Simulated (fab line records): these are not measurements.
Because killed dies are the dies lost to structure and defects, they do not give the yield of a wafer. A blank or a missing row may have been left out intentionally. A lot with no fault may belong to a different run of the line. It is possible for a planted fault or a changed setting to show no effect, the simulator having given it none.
fab line records | flow n5-finfet
record: lots: 7 | wafers: 39
route steps=1938 shown WELL_APT@32 DUMMY_GATE@246 SD_EPI_N@275 HKMG_FIN@438 MOL_CONTACT_COAG@581
start-h: hours from the record's first day to the start of the lot's first wafer shown | wait-h: how many hours have passed since the lot's step before this one | " identical to the entry in the row above | L1.1+2: a row that stands for several wafers | - no value, or no start was given | * or withheld: withheld | < > ~ a bound
route shown NAME@n: a module of which the file shows steps, and the number in the route of the first | usual: the fault-free wafers' mean and standard deviation | same: alike in all rows | chamber/n: place in a boat | sites: per-site readings | _std_site: standard deviation of those values | _edge_site: the outer-site mean with the inner-site mean subtracted | radius-mm: how far each site lies from the wafer's centre | mask NAME#n: copy n | behind: the tool/chamber that last shaped the wafer | hold: reason for holding the lot/hours on hold/outcome of the hold | device: the transistor (n, p or np) that didn't switch | end of line: the route-end tests of the same wafers | step lacking rows: just its recipe | killed: at the first sort, the dies lost to defects and structure; wafer yield is something else | map: the dies of a wafer, with x for killed, . for not killed, _ for no die there
set.NAME: the setting as run; set.NAME@STEP: as run at that earlier step | model.NAME: the simulator's own value behind a step, which no gauge read
lots where settings were altered on purpose, with a table for each step and a row for each wafer
== steps ==
step: N5_WELL_APT_IMPLANT_14
recipe: species: P | energy-kev: 160 | dose-cm2: 1.5e+13 | tilt-deg: 0 | rotation-deg: 0
lot.wafer        | tool         | chamber | start-h | wait-h | set.energy-kev | model.implant.rp-nm | model.implant.drp-nm
L074.3+4+5       | implanter-02 | 0       | 14.23   | 0.1    | 160            | 199.9               | 65.9
L076.1+3+6       | implanter-02 | 0       | 26.03   | 0.2    | 167.1          | 211.3               | 68.03
L076.2+4+5       | "            | 0       | "       | "      | 160            | 202.1               | 65.9
L077.1+3+4       | implanter-02 | 0       | 31.95   | 0.1    | 148            | 190.6               | 62.15
L077.2+5+6       | "            | 0       | "       | "      | 160            | 206.7               | 65.9
L079.1+2+5       | implanter-02 | 0       | 44.02   | 0.1    | 175.7          | 235.5               | 70.62
L079.3+4+6       | "            | 0       | "       | "      | 160            | 213.9               | 65.9
L082.1+2+3+4+5+6 | implanter-02 | 0       | 62.26   | 0.1    | 160            | 203.7               | 65.9
L094.1+2+3+4+5+6 | implanter-02 | 0       | 133.74  | 0.1    | 160            | 205.3               | 65.9
L097.1+3+5       | implanter-01 | 0       | 156.11  | 0.1    | 177.2          | 224.5               | 71.08
L097.2+4+6       | "            | 0       | "       | "      | 160            | 202.1               | 65.9
step: N5_WELL_APT_EXPOSE_22
recipe: mask-id: PWELL | na: 0.8 | source-shape: conventional | sigma-outer: 0.8 | polarization: unpolarized | defocus-nm: 0 | target-cd-nm: 200 | dose-mj: 23.2
lot.wafer        | tool           | chamber | start-h | wait-h | mask    | set.dose-mj
L074.3+4+5       | krf-scanner-01 | 0       | 14.95   | -      | PWELL#0 | 23.2
L076.1+2+3+4+5+6 | krf-scanner-01 | 0       | 26.91   | -      | PWELL#0 | 23.2
L077.1+2+3+4+5+6 | krf-scanner-01 | 0       | 32.71   | -      | PWELL#0 | 23.2
L079.1+2+3       | krf-scanner-01 | 0       | 44.78   | -      | PWELL#0 | 24.57
L079.4+5+6       | "              | 0       | "       | "      | PWELL#0 | 23.2
L082.1+3+6       | krf-scanner-02 | 0       | 63.02   | -      | PWELL#0 | 23.2
L082.2+4+5       | "              | 0       | "       | "      | PWELL#0 | 22.66
L094.1+3+4       | krf-scanner-01 | 0       | 134.53  | -      | PWELL#0 | 23.2
L094.2+5+6       | "              | 0       | "       | "      | PWELL#0 | 24.01
L097.1+2+5       | krf-scanner-02 | 0       | 156.87  | -      | PWELL#0 | 22.41
L097.3+4+6       | "              | 0       | "       | "      | PWELL#0 | 23.2
step: N5_WELL_APT_PEB_23
recipe: peb-temp-c: 130 | peb-time-s: 90
step: N5_WELL_APT_DEVELOP_24
recipe: develop-time-s: 45 | rinse-liquid: surfactant-rinse | dry: air-spin | dev-temp-c: 21
step: N5_WELL_APT_HARDBAKE_29
recipe: temp-c: 130 | time-s: 120
step: N5_WELL_APT_CD_MEAS_25
recipe: target-cd-nm: 200 | landing-energy-ev: 500 | detector: se-inlens
usual: cd-nm: 200.6/1.4
lot.wafer | tool      | chamber | start-h | wait-h | set.dose-mj@WELL_APT_EXPOSE_22 | cd-nm
L074.3    | cd-sem-02 | 0       | 15.11   | -      | 23.2                           | 202.2
L074.4    | "         | 0       | "       | "      | 23.2                           | 203.9
L074.5    | "         | 0       | "       | "      | 23.2                           | 202.9
L076.1    | cd-sem-02 | 0       | 27.09   | -      | 23.2                           | 202.0
L076.2    | "         | 0       | "       | "      | 23.2                           | 201.5
L076.3    | "         | 0       | "       | "      | 23.2                           | 201.5
L076.4    | "         | 0       | "       | "      | 23.2                           | 201.0
L076.5    | "         | 0       | "       | "      | 23.2                           | 202.1
L076.6    | "         | 0       | "       | "      | 23.2                           | 199.6
L077.1    | cd-sem-02 | 0       | 32.88   | -      | 23.2                           | 200.8
L077.2    | "         | 0       | "       | "      | 23.2                           | 200.6
L077.3    | "         | 0       | "       | "      | 23.2                           | 200.3
L077.4    | "         | 0       | "       | "      | 23.2                           | 202.4
L077.5    | "         | 0       | "       | "      | 23.2                           | 201.9
L077.6    | "         | 0       | "       | "      | 23.2                           | 201.0
L079.1    | cd-sem-03 | 0       | 44.95   | -      | 24.57                          | 213.0
L079.2    | "         | 0       | "       | "      | 24.57                          | 210.2
L079.3    | "         | 0       | "       | "      | 24.57                          | 210.9
L079.4    | "         | 0       | "       | "      | 23.2                           | 197.9
L079.5    | "         | 0       | "       | "      | 23.2                           | 199.9
L079.6    | "         | 0       | "       | "      | 23.2                           | 200.0
L082.1    | cd-sem-02 | 0       | 63.19   | -      | 23.2                           | 199.8
L082.2    | "         | 0       | "       | "      | 22.66                          | 197.3
L082.3    | "         | 0       | "       | "      | 23.2                           | 201.0
L082.4    | "         | 0       | "       | "      | 22.66                          | 196.7
L082.5    | "         | 0       | "       | "      | 22.66                          | 196.4
L082.6    | "         | 0       | "       | "      | 23.2                           | 199.4
L094.1    | cd-sem-03 | 0       | 134.70  | -      | 23.2                           | 200.6
L094.2    | "         | 0       | "       | "      | 24.01                          | 205.9
L094.3    | "         | 0       | "       | "      | 23.2                           | 197.9
L094.4    | "         | 0       | "       | "      | 23.2                           | 201.1
L094.5    | "         | 0       | "       | "      | 24.01                          | 206.9
L094.6    | "         | 0       | "       | "      | 24.01                          | 206.7
L097.1    | cd-sem-01 | 0       | 157.05  | -      | 22.41                          | 194.3
L097.2    | "         | 0       | "       | "      | 22.41                          | 193.9
L097.3    | "         | 0       | "       | "      | 23.2                           | 199.3
L097.4    | "         | 0       | "       | "      | 23.2                           | 199.9
L097.5    | "         | 0       | "       | "      | 22.41                          | 196.3
L097.6    | "         | 0       | "       | "      | 23.2                           | 201.1
step: N5_WELL_APT_DESCUM_30
recipe: chemistry: O2 | time-s: 7.9 | source-power-w: 50 | bias-power-w: 20 | pressure-mtorr: 20 | rf-frequency-hz: 2.712e+07 | temp-c: 40 | o2-flow-sccm: 225
lot.wafer | tool        | chamber | start-h | wait-h | set.dose-mj@WELL_APT_EXPOSE_22 | model.WELL_APT.cd-nm
L074.3    | rie-diel-01 | 2       | 15.20   | 0.0    | 23.2                           | 202.4
L074.4    | "           | 3       | "       | "      | 23.2                           | 204
L074.5    | "           | 0       | "       | "      | 23.2                           | 203
L076.1    | rie-diel-01 | 2       | 27.17   | 0.0    | 23.2                           | 202.3
L076.2    | "           | 1       | "       | "      | 23.2                           | 201.4
L076.3    | "           | 3       | "       | "      | 23.2                           | 201.3
L076.4    | "           | 0       | "       | "      | 23.2                           | 201
L076.5    | "           | 1       | "       | "      | 23.2                           | 202.7
L076.6    | "           | 0       | "       | "      | 23.2                           | 199.4
L077.1    | rie-diel-03 | 0       | 32.97   | 0.0    | 23.2                           | 200.6
L077.2    | "           | 3       | "       | "      | 23.2                           | 200.4
L077.3    | "           | 1       | "       | "      | 23.2                           | 200.2
L077.4    | "           | 2       | "       | "      | 23.2                           | 202.2
L077.5    | "           | 3       | "       | "      | 23.2                           | 202.1
L077.6    | "           | 0       | "       | "      | 23.2                           | 200.9
L079.1    | rie-diel-01 | 0       | 45.04   | 0.0    | 24.57                          | 213
L079.2    | "           | 3       | "       | "      | 24.57                          | 210.3
L079.3    | "           | 2       | "       | "      | 24.57                          | 211.2
L079.4    | "           | 3       | "       | "      | 23.2                           | 197.6
L079.5    | "           | 2       | "       | "      | 23.2                           | 199.9
L079.6    | "           | 0       | "       | "      | 23.2                           | 200
L082.1    | rie-diel-01 | 2       | 63.38   | 0.1    | 23.2                           | 199.9
L082.2    | "           | 0       | "       | "      | 22.66                          | 196.8
L082.3    | "           | 3       | "       | "      | 23.2                           | 200.7
L082.4    | "           | 2       | "       | "      | 22.66                          | 196.5
L082.5    | "           | 3       | "       | "      | 22.66                          | 195.9
L082.6    | "           | 0       | "       | "      | 23.2                           | 199.2
L094.1    | rie-diel-03 | 2       | 134.99  | 0.2    | 23.2                           | 200.6
L094.2    | "           | 0       | "       | "      | 24.01                          | 206
L094.3    | "           | 3       | "       | "      | 23.2                           | 198.2
L094.4    | "           | 1       | "       | "      | 23.2                           | 201.2
L094.5+6  | "           | 2,1     | "       | "      | 24.01                          | 207.1
L097.1    | rie-diel-01 | 2       | 157.22  | 0.1    | 22.41                          | 194.2
L097.2    | "           | 1       | "       | "      | 22.41                          | 194
L097.3    | "           | 0       | "       | "      | 23.2                           | 199.4
L097.4    | "           | 3       | "       | "      | 23.2                           | 200.1
L097.5    | "           | 3       | "       | "      | 22.41                          | 196.3
L097.6    | "           | 0       | "       | "      | 23.2                           | 200.7
step: N5_DUMMY_GATE_ETCH_32
recipe: chemistry: CF4 | target: SiO2 | target-depth-a: 35 | time-s: 3.9 | ion-energy-ev: 350 | pressure-mtorr: 10 | icp-w: 800 | bias-w: 400 | cf4-flow-sccm: 80
lot.wafer | tool      | chamber | start-h | wait-h | set.time-s | model.etch.depth-nm
L074.3    | rie-si-01 | 1       | 47.36   | 0.1    | 3.9        | 3.448
L074.4    | "         | 3       | "       | "      | 3.9        | 3.534
L074.5    | "         | 1       | "       | "      | 3.9        | 3.483
L076.1    | rie-si-01 | 1       | 60.93   | 0.1    | 3.526      | 3.189
L076.2    | "         | 2       | "       | "      | 3.9        | 3.585
L076.3    | "         | 3       | "       | "      | 3.526      | 3.214
L076.4    | "         | 0       | "       | "      | 3.9        | 3.533
L076.5    | "         | 2       | "       | "      | 3.526      | 3.22
L076.6    | "         | 3       | "       | "      | 3.9        | 3.573
L077.1    | rie-si-02 | 3       | 65.50   | 0.1    | 3.9        | 3.482
L077.2    | "         | 1       | "       | "      | 3.9        | 3.451
L077.3    | "         | 2       | "       | "      | 3.9        | 3.48
L077.4    | "         | 0       | "       | "      | 3.9        | 3.44
L077.5    | "         | 3       | "       | "      | 3.9        | 3.487
L077.6    | "         | 0       | "       | "      | 3.9        | 3.45
L079.1    | rie-si-02 | 1       | 79.26   | 0.1    | 4.578      | 4.074
L079.2    | "         | 0       | "       | "      | 4.578      | 4.078
L079.3    | "         | 2       | "       | "      | 3.9        | 3.555
L079.4    | "         | 3       | "       | "      | 4.578      | 4.125
L079.5    | "         | 0       | "       | "      | 3.9        | 3.485
L079.6    | "         | 3       | "       | "      | 3.9        | 3.543
L082.1    | rie-si-02 | 0       | 96.74   | 0.1    | 3.9        | 3.441
L082.2    | "         | 3       | "       | "      | 3.9        | 3.472
L082.3    | "         | 1       | "       | "      | 3.9        | 3.448
L082.4    | "         | 2       | "       | "      | 3.9        | 3.541
L082.5    | "         | 3       | "       | "      | 3.9        | 3.478
L082.6    | "         | 0       | "       | "      | 3.9        | 3.44
L094.1    | rie-si-02 | 2       | 167.08  | 0.1    | 3.9        | 3.489
L094.2    | "         | 3       | "       | "      | 3.9        | 3.465
L094.3    | "         | 1       | "       | "      | 3.228      | 2.838
L094.4    | "         | 0       | "       | "      | 3.9        | 3.466
L094.5    | "         | 2       | "       | "      | 3.228      | 2.888
L094.6    | "         | 3       | "       | "      | 3.228      | 2.881
L097.1    | rie-si-06 | 1       | 187.37  | 0.1    | 4.335      | 3.883
L097.2    | "         | 0       | "       | "      | 3.9        | 3.447
L097.3    | "         | 3       | "       | "      | 4.335      | 3.853
L097.4    | "         | 2       | "       | "      | 3.9        | 3.394
L097.5    | "         | 0       | "       | "      | 3.9        | 3.434
L097.6    | "         | 1       | "       | "      | 4.335      | 3.849
step: N5_SD_EPI_N_ETCH_35
recipe: chemistry: N2/H2 | target: SOC | overetch-a: 1080 | mask-material: SiARC | temp-c: 40 | ion-energy-ev: 100 | source-w: 3000 | bias-w: 133 | pressure-mtorr: 20 | time-s: 486 | n2-flow-sccm: 200 | h2-flow-sccm: 200
usual: rf-vpp-V: 240.9/1.6
lot.wafer | tool        | chamber | start-h | wait-h | set.source-w | rf-vpp-V | model.SD_EPI_N.cd-nm | model.SiARC_of_SD_EPI_N_COAT_33.thk-nm
L074.3    | rie-diel-03 | 1       | 50.50   | 0.0    | 3000         | 243.4    | 119.8                | 19.8
L074.4    | "           | 2       | "       | "      | 3000         | 239.2    | 119.6                | 20
L074.5    | "           | 0       | "       | "      | 3000         | 239.1    | 121                  | 19.8
L076.1    | rie-diel-03 | 3       | 62.59   | 0.0    | 3000         | 241.5    | 120.2                | 19.8
L076.2    | "           | 2       | "       | "      | 3000         | 239.0    | 119.6                | 20
L076.3    | "           | 1       | "       | "      | 3333         | 234.5    | 122.4                | 18.2
L076.4    | "           | 0       | "       | "      | 3000         | 241.2    | 119                  | 19.8
L076.5    | "           | 3       | "       | "      | 3333         | 234.4    | 120.6                | 18.4
L076.6    | "           | 2       | "       | "      | 3333         | 231.9    | 121                  | 18.6
L077.1    | rie-diel-04 | 2       | 67.25   | 0.0    | 3397         | 230.0    | 122                  | 18.2
L077.2    | "           | 0       | "       | "      | 3397         | 230.8    | 121.2                | 18.2
L077.3    | "           | 1       | "       | "      | 3000         | 239.7    | 120.2                | 20
L077.4    | "           | 3       | "       | "      | 3397         | 228.8    | 122.2                | 18.6
L077.5    | "           | 2       | "       | "      | 3000         | 241.2    | 119.4                | 19.6
L077.6    | "           | 3       | "       | "      | 3000         | 238.0    | 119                  | 20.2
L079.1    | rie-diel-01 | 0       | 81.34   | 0.0    | 2676         | 251.2    | 118.4                | 21
L079.2    | "           | 2       | "       | "      | 3000         | 238.6    | 119.8                | 20
L079.3    | "           | 1       | "       | "      | 2676         | 251.6    | 118.4                | 20.8
L079.4    | "           | 1       | "       | "      | 3000         | 243.1    | 121                  | 19.4
L079.5    | "           | 2       | "       | "      | 2676         | 248.2    | 117.8                | 21.4
L079.6    | "           | 0       | "       | "      | 3000         | 241.9    | 119.8                | 19.6
L082.1    | rie-diel-04 | 2       | 98.92   | 0.0    | 3000         | 241.4    | 121                  | 19.6
L082.2    | "           | 0       | "       | "      | 3000         | 239.3    | 120.2                | 19.8
L082.3    | "           | 3       | "       | "      | 2485         | 256.3    | 117.2                | 22
L082.4    | "           | 2       | "       | "      | 2485         | 256.2    | 118                  | 21.8
L082.5    | "           | 0       | "       | "      | 3000         | 239.3    | 120.4                | 19.6
L082.6    | "           | 3       | "       | "      | 2485         | 255.7    | 116.4                | 22
L094.1    | rie-diel-03 | 1       | 168.66  | 0.0    | 3000         | 243.5    | 120.4                | 19.2
L094.2    | "           | 3       | "       | "      | 3000         | 240.6    | 120                  | 19.4
L094.3    | "           | 2       | "       | "      | 3000         | 238.8    | 120                  | 19.8
L094.4    | "           | 1       | "       | "      | 3416         | 232.1    | 123.4                | 17.6
L094.5    | "           | 3       | "       | "      | 3416         | 231.3    | 123.2                | 17.8
L094.6    | "           | 2       | "       | "      | 3416         | 227.8    | 121.2                | 18
L097.1    | rie-diel-03 | 2       | 190.61  | 0.0    | 3000         | 240.4    | 119.4                | 20
L097.2    | "           | 1       | "       | "      | 3000         | 242.4    | 121.4                | 19.8
L097.3    | "           | 0       | "       | "      | 3000         | 240.5    | 121                  | 19.8
L097.4    | "           | 1       | "       | "      | 3000         | 243.1    | 121                  | 19.6
L097.5    | "           | 0       | "       | "      | 3000         | 238.6    | 121                  | 19.6
L097.6    | "           | 2       | "       | "      | 3000         | 240.0    | 120.6                | 20
step: N5_HKMG_FIN_ETCH_35
recipe: chemistry: N2/H2 | target: SOC | target-depth-a: 2158 | ion-energy-ev: 65 | bias-w: 5 | source-w: 3000 | time-s: 243.4 | pressure-mtorr: 30 | n2-flow-sccm: 200 | h2-flow-sccm: 200
lot.wafer | tool        | chamber | start-h | wait-h | set.target-depth-a | model.SOC_of_HKMG_FIN_COAT_29.thk-nm | model.etch.depth-nm | model.HKMG_FIN.feature-depth-nm
L074.3    | rie-diel-03 | 0       | 75.53   | 0.0    | 2158               | 83.6                                 | 217.5               | 217.6
L074.4    | "           | 2       | "       | "      | 2158               | 88                                   | 213.4               | 213.4
L074.5    | "           | 1       | "       | "      | 2158               | 79.6                                 | 221.3               | 221.2
L076.1    | rie-diel-04 | 3       | 90.55   | 0.0    | 2158               | 91                                   | 209.7               | 209.6
L076.2    | "           | 0       | "       | "      | 2158               | 88                                   | 212.7               | 212.6
L076.3    | "           | 1       | "       | "      | 1880               | 116.2                                | 184.8               | 184.8
L076.4    | "           | 2       | "       | "      | 1880               | 111.6                                | 189.1               | 189
L076.5    | "           | 3       | "       | "      | 2158               | 90                                   | 210.9               | 210.8
L076.6    | "           | 0       | "       | "      | 1880               | 114.4                                | 186.8               | 186.8
L077.1    | rie-diel-01 | 3       | 94.97   | 0.0    | 2158               | 79.4                                 | 220.2               | 220.2
L077.2    | "           | 0       | "       | "      | 2158               | 84.6                                 | 215.6               | 215.6
L077.3    | "           | 1       | "       | "      | 2158               | 80.6                                 | 219.2               | 219.2
L077.4    | "           | 1       | "       | "      | 2158               | 81.4                                 | 218.8               | 218.8
L077.5    | "           | 0       | "       | "      | 2158               | 84.2                                 | 217                 | 217
L077.6    | "           | 3       | "       | "      | 2158               | 80                                   | 220.2               | 220.2
L079.1    | rie-diel-01 | 2       | 107.16  | 0.0    | 2437               | 51                                   | 248.5               | 248.6
L079.2    | "           | 3       | "       | "      | 2437               | 44.4                                 | 254.5               | 254.4
L079.3    | "           | 1       | "       | "      | 2158               | 78                                   | 220.6               | 220.6
L079.4    | "           | 0       | "       | "      | 2158               | 79.8                                 | 219.5               | 219.4
L079.5    | "           | 1       | "       | "      | 2158               | 79.6                                 | 219.9               | 219.8
L079.6    | "           | 0       | "       | "      | 2437               | 53.2                                 | 246.7               | 246.8
L082.1    | rie-diel-01 | 1       | 124.33  | 0.0    | 2158               | 84                                   | 215.4               | 215.4
L082.2    | "           | 3       | "       | "      | 2158               | 80.8                                 | 218.7               | 218.8
L082.3    | "           | 2       | "       | "      | 2158               | 85.6                                 | 213.9               | 214
L082.4    | "           | 0       | "       | "      | 2158               | 84.2                                 | 215.2               | 215.2
L082.5    | "           | 1       | "       | "      | 2158               | 81.8                                 | 217.6               | 217.6
L082.6    | "           | 2       | "       | "      | 2158               | 83.2                                 | 215.9               | 215.8
L094.1    | rie-diel-01 | 2       | 196.28  | 0.0    | 1921               | 106                                  | 194.4               | 194.4
L094.2    | "           | 3       | "       | "      | 2158               | 79.8                                 | 220                 | 220
L094.3    | "           | 1       | "       | "      | 1921               | 105                                  | 195.2               | 195.2
L094.4    | "           | 0       | "       | "      | 2158               | 81.2                                 | 217.5               | 217.4
L094.5    | "           | 1       | "       | "      | 1921               | 105.2                                | 194.8               | 194.8
L094.6    | "           | 0       | "       | "      | 2158               | 84.6                                 | 216.1               | 216.2
L097.1    | rie-diel-01 | 0       | 233.15  | 0.0    | 2158               | 87.6                                 | 213.8               | 213.8
L097.2    | "           | 1       | "       | "      | 2158               | 84.4                                 | 217.1               | 217.2
L097.3    | "           | 2       | "       | "      | 2158               | 84.6                                 | 217                 | 217
L097.4    | "           | 3       | "       | "      | 2158               | 81                                   | 220.7               | 220.8
L097.5    | "           | 0       | "       | "      | 2158               | 85.2                                 | 215.9               | 215.8
L097.6    | "           | 3       | "       | "      | 2158               | 81.6                                 | 219.2               | 219.2
step: N5_MOL_CONTACT_COAG_ETCH_91
recipe: chemistry: N2/H2 | target: SOC | target-depth-a: 600 | overetch-a: 210 | mask-material: SiARC | temp-c: 40 | time-s: 101.2 | ion-energy-ev: 200 | pressure-mtorr: 30 | source-w: 840 | bias-w: 150 | n2-flow-sccm: 200 | h2-flow-sccm: 200
lot.wafer  | tool        | chamber | start-h | wait-h | set.time-s | model.SiARC_of_MOL_CONTACT_COAG_COAT_76.thk-nm
L074.3+4+5 | rie-diel-03 | 2,3,1   | 98.08   | 0.0    | 101.2      | 5.8
L076.1+5+6 | rie-diel-04 | 2,3,0   | 113.63  | 0.0    | 89.21      | 6.4
L076.2+4   | "           | 1,0     | "       | "      | 101.2      | 5.8
L076.3     | "           | 3       | "       | "      | 101.2      | 6
L077.1+2   | rie-diel-04 | 1,2     | 118.40  | 0.0    | 83.11      | 6.6
L077.3     | "           | 3       | "       | "      | 83.11      | 6.8
L077.4+6   | "           | 0,2     | "       | "      | 101.2      | 5.8
L077.5     | "           | 3       | "       | "      | 101.2      | 6
L079.1+4   | rie-diel-01 | 3,1     | 128.80  | 0.0    | 88.25      | 6.2
L079.2+3+6 | "           | 0,2,3   | "       | "      | 101.2      | 5.8
L079.5     | "           | 0       | "       | "      | 88.25      | 6.4
L082.1+3+4 | rie-diel-01 | 0,3,0   | 147.29  | 0.0    | 101.2      | 5.8
L082.2+5+6 | "           | 1,1,3   | "       | "      | 101.2      | 5.6
L094.1+2+5 | rie-diel-03 | 3,1,3   | 216.71  | 0.0    | 101.2      | 5.8
L094.3+6   | "           | 2       | "       | "      | 117.9      | 5.2
L094.4     | "           | 0       | "       | "      | 117.9      | 5
L097.1+2+5 | rie-diel-01 | 0,2,2   | 255.81  | 0.0    | 101.2      | 5.8
L097.3+6   | "           | 3       | "       | "      | 121.1      | 5
L097.4     | "           | 1       | "       | "      | 121.1      | 4.8
== key ==
split: step: N5_WELL_APT_IMPLANT_14 | setting: energy-kev | stated: 160 | by: wafer
response: step: N5_WELL_APT_IMPLANT_14 | reading: model.implant.rp-nm | change: +2.14 | per: 1% | r: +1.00
response: step: N5_WELL_APT_IMPLANT_14 | reading: model.implant.drp-nm | change: +0.485 | per: 1% | r: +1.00
split: step: N5_WELL_APT_EXPOSE_22 | setting: dose-mj | stated: 23.2 | by: wafer
response: step: N5_WELL_APT_CD_MEAS_25 | reading: cd-nm | change: +1.88 | per: 1% | r: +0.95
response: step: N5_WELL_APT_DESCUM_30 | reading: model.WELL_APT.cd-nm | change: +1.91 | per: 1% | r: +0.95
split: step: N5_DUMMY_GATE_ETCH_32 | setting: time-s | stated: 3.9 | by: wafer
response: step: N5_DUMMY_GATE_ETCH_32 | reading: model.etch.depth-nm | change: +0.035 | per: 1% | r: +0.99
split: step: N5_SD_EPI_N_ETCH_35 | setting: source-w | stated: 3000 | by: wafer
response: step: N5_SD_EPI_N_ETCH_35 | reading: rf-vpp-V | change: -0.807 | per: 1% | r: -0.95
response: step: N5_SD_EPI_N_ETCH_35 | reading: model.SD_EPI_N.cd-nm | change: +0.18 | per: 1% | r: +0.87
response: step: N5_SD_EPI_N_ETCH_35 | reading: model.SiARC_of_SD_EPI_N_COAT_33.thk-nm | change: -0.127 | per: 1% | r: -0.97
split: step: N5_HKMG_FIN_ETCH_35 | setting: target-depth-a | stated: 2158 | by: wafer
response: step: N5_HKMG_FIN_ETCH_35 | reading: model.SOC_of_HKMG_FIN_COAT_29.thk-nm | change: -2.11 | per: 1% | r: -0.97
response: step: N5_HKMG_FIN_ETCH_35 | reading: model.etch.depth-nm | change: +2.1 | per: 1% | r: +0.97
response: step: N5_HKMG_FIN_ETCH_35 | reading: model.HKMG_FIN.feature-depth-nm | change: +2.1 | per: 1% | r: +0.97
split: step: N5_MOL_CONTACT_COAG_ETCH_91 | setting: time-s | stated: 101.2 | by: wafer
response: step: N5_MOL_CONTACT_COAG_ETCH_91 | reading: model.SiARC_of_MOL_CONTACT_COAG_COAT_76.thk-nm | change: -0.0426 | per: 1% | r: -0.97
